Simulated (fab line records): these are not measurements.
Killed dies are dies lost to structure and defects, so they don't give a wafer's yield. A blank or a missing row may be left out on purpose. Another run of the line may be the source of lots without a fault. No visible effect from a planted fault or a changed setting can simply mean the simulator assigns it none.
Lot-split experiment / flow n5 finfet / 39 wafers read across 7 lots, on a route 1938 steps long

## SPLIT DETAILS
At N5_BEOL_M11_ETCH_41 (etches SiCN in CH3F/O2, target depth 42.6 nm, time 86 s), the setting time s was moved away from the recipe's 86 s on 18 of the 39 wafers read, by -48.2% to +32.3%. For the rest of the wafers, this setting stayed at what the recipe calls for.

Reading taken at the split's own step.

## THE READING
etch.depth nm (the simulator's own value, which no gauge read), in nm, at N5_BEOL_M11_ETCH_41 (etches SiCN in CH3F/O2, target depth 42.6 nm, time 86 s). No usual value for it is given in the file. Across the 21 wafers here that went through the recipe, the average is 32.65 nm and the standard deviation 0.48 nm.

wafer=L075.1; tool, chamber at the split=rie diel-02, 1; time s as run, s=86; against the recipe=recipe; etch.depth nm, nm=32.32; against lot-mates on the recipe=-
wafer=L075.2; tool, chamber at the split=rie diel-02, 0; time s as run, s=44.59; against the recipe=-48.2%; etch.depth nm, nm=16.41; against lot-mates on the recipe=-15.96
wafer=L075.3; tool, chamber at the split=rie diel-02, 2; time s as run, s=86; against the recipe=recipe; etch.depth nm, nm=32.25; against lot-mates on the recipe=-
wafer=L075.4; tool, chamber at the split=rie diel-02, 2; time s as run, s=86; against the recipe=recipe; etch.depth nm, nm=32.53; against lot-mates on the recipe=-
wafer=L075.5; tool, chamber at the split=rie diel-02, 1; time s as run, s=44.59; against the recipe=-48.2%; etch.depth nm, nm=16.79; against lot-mates on the recipe=-15.58
wafer=L075.6; tool, chamber at the split=rie diel-02, 0; time s as run, s=44.59; against the recipe=-48.2%; etch.depth nm, nm=16.32; against lot-mates on the recipe=-16.05
wafer=L076.1; tool, chamber at the split=rie diel-02, 0; time s as run, s=86; against the recipe=recipe; etch.depth nm, nm=32.02; against lot-mates on the recipe=-
wafer=L076.2; tool, chamber at the split=rie diel-02, 1; time s as run, s=86; against the recipe=recipe; etch.depth nm, nm=32.78; against lot-mates on the recipe=-
wafer=L076.6; tool, chamber at the split=rie diel-02, 0; time s as run, s=86; against the recipe=recipe; etch.depth nm, nm=31.98; against lot-mates on the recipe=-
wafer=L078.1; tool, chamber at the split=rie diel-04, 2; time s as run, s=45.86; against the recipe=-46.7%; etch.depth nm, nm=17.91; against lot-mates on the recipe=-14.86
wafer=L078.2; tool, chamber at the split=rie diel-04, 0; time s as run, s=45.86; against the recipe=-46.7%; etch.depth nm, nm=17.45; against lot-mates on the recipe=-15.32
wafer=L078.3; tool, chamber at the split=rie diel-04, 3; time s as run, s=86; against the recipe=recipe; etch.depth nm, nm=32.75; against lot-mates on the recipe=-
wafer=L078.4; tool, chamber at the split=rie diel-04, 1; time s as run, s=45.86; against the recipe=-46.7%; etch.depth nm, nm=17.94; against lot-mates on the recipe=-14.83
wafer=L078.5; tool, chamber at the split=rie diel-04, 0; time s as run, s=86; against the recipe=recipe; etch.depth nm, nm=32.72; against lot-mates on the recipe=-
wafer=L078.6; tool, chamber at the split=rie diel-04, 3; time s as run, s=86; against the recipe=recipe; etch.depth nm, nm=32.83; against lot-mates on the recipe=-
wafer=L079.1; tool, chamber at the split=rie diel-02, 2; time s as run, s=113.8; against the recipe=+32.3%; etch.depth nm, nm=42.85; against lot-mates on the recipe=+10.26
wafer=L079.2; tool, chamber at the split=rie diel-02, 3; time s as run, s=86; against the recipe=recipe; etch.depth nm, nm=32.95; against lot-mates on the recipe=-
wafer=L079.3; tool, chamber at the split=rie diel-02, 0; time s as run, s=113.8; against the recipe=+32.3%; etch.depth nm, nm=42.49; against lot-mates on the recipe=+9.90
wafer=L079.4; tool, chamber at the split=rie diel-02, 1; time s as run, s=113.8; against the recipe=+32.3%; etch.depth nm, nm=43.21; against lot-mates on the recipe=+10.62
wafer=L079.5; tool, chamber at the split=rie diel-02, 0; time s as run, s=86; against the recipe=recipe; etch.depth nm, nm=31.84; against lot-mates on the recipe=-
wafer=L079.6; tool, chamber at the split=rie diel-02, 3; time s as run, s=86; against the recipe=recipe; etch.depth nm, nm=32.99; against lot-mates on the recipe=-
wafer=L088.1; tool, chamber at the split=rie diel-04, 3; time s as run, s=86; against the recipe=recipe; etch.depth nm, nm=32.33; against lot-mates on the recipe=-
wafer=L088.2; tool, chamber at the split=rie diel-04, 1; time s as run, s=111.2; against the recipe=+29.3%; etch.depth nm, nm=43.35; against lot-mates on the recipe=+10.50
wafer=L088.3; tool, chamber at the split=rie diel-04, 0; time s as run, s=111.2; against the recipe=+29.3%; etch.depth nm, nm=41.78; against lot-mates on the recipe=+8.93
wafer=L088.4; tool, chamber at the split=rie diel-04, 2; time s as run, s=86; against the recipe=recipe; etch.depth nm, nm=33.24; against lot-mates on the recipe=-
wafer=L088.5; tool, chamber at the split=rie diel-04, 3; time s as run, s=111.2; against the recipe=+29.3%; etch.depth nm, nm=41.74; against lot-mates on the recipe=+8.89
wafer=L088.6; tool, chamber at the split=rie diel-04, 2; time s as run, s=86; against the recipe=recipe; etch.depth nm, nm=32.97; against lot-mates on the recipe=-
wafer=L089.1; tool, chamber at the split=rie diel-04, 1; time s as run, s=49.79; against the recipe=-42.1%; etch.depth nm, nm=19.2; against lot-mates on the recipe=-13.93
wafer=L089.2; tool, chamber at the split=rie diel-04, 0; time s as run, s=86; against the recipe=recipe; etch.depth nm, nm=32.31; against lot-mates on the recipe=-
wafer=L089.3; tool, chamber at the split=rie diel-04, 3; time s as run, s=49.79; against the recipe=-42.1%; etch.depth nm, nm=18.83; against lot-mates on the recipe=-14.30
wafer=L089.4; tool, chamber at the split=rie diel-04, 2; time s as run, s=49.79; against the recipe=-42.1%; etch.depth nm, nm=19.43; against lot-mates on the recipe=-13.70
wafer=L089.5; tool, chamber at the split=rie diel-04, 2; time s as run, s=86; against the recipe=recipe; etch.depth nm, nm=33.5; against lot-mates on the recipe=-
wafer=L089.6; tool, chamber at the split=rie diel-04, 1; time s as run, s=86; against the recipe=recipe; etch.depth nm, nm=33.59; against lot-mates on the recipe=-
wafer=L093.1; tool, chamber at the split=rie diel-02, 1; time s as run, s=86; against the recipe=recipe; etch.depth nm, nm=33.11; against lot-mates on the recipe=-
wafer=L093.2; tool, chamber at the split=rie diel-02, 2; time s as run, s=86; against the recipe=recipe; etch.depth nm, nm=32.17; against lot-mates on the recipe=-
wafer=L093.3; tool, chamber at the split=rie diel-02, 3; time s as run, s=64.34; against the recipe=-25.2%; etch.depth nm, nm=24.33; against lot-mates on the recipe=-8.25
wafer=L093.4; tool, chamber at the split=rie diel-02, 0; time s as run, s=64.34; against the recipe=-25.2%; etch.depth nm, nm=23.67; against lot-mates on the recipe=-8.91
wafer=L093.5; tool, chamber at the split=rie diel-02, 2; time s as run, s=64.34; against the recipe=-25.2%; etch.depth nm, nm=23.96; against lot-mates on the recipe=-8.62
wafer=L093.6; tool, chamber at the split=rie diel-02, 3; time s as run, s=86; against the recipe=recipe; etch.depth nm, nm=32.45; against lot-mates on the recipe=-

FIT RESULTS
A straight line over all 39 wafers: etch.depth nm changes by +0.325 nm for each +1% of time s; r = +1.00; the points scatter about the line by 0.5 nm.
The same after taking each lot's own level away (the mean of its wafers on the recipe; 39 wafers): +0.326 nm for each +1%; r = +1.00; scatter 0.43 nm.
Per that fit: largest time s move, reading shift of 16 nm.
Across the lots, their own levels run from 32.260 to 33.133 nm, a range of 1.8 times the standard deviation given above.
Consequently the slope shifts little with the lot-to-lot level, the two slopes agreeing.
Check: -15.7 nm against its lot-mates is what the line predicts for one of the wafers moved furthest among these (-48.2%) when that wafer is left out of the fit. It came out at -16 nm against them.

## THE OTHER SPLITS THESE WAFERS WENT THROUGH
These wafers also went through other splits before the reading. Each is held against what the fit with the lots' levels taken away leaves over:
other split on the same wafers=N5_BEOL_M7_DEP_56 time s; wafers away from the commonest value=12; r with etch.depth nm (lot level and that fit taken away)=+0.13

## THE FILE'S OWN FIT
etch.depth nm changes by +0.327 nm for each +1% of time s, r = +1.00.
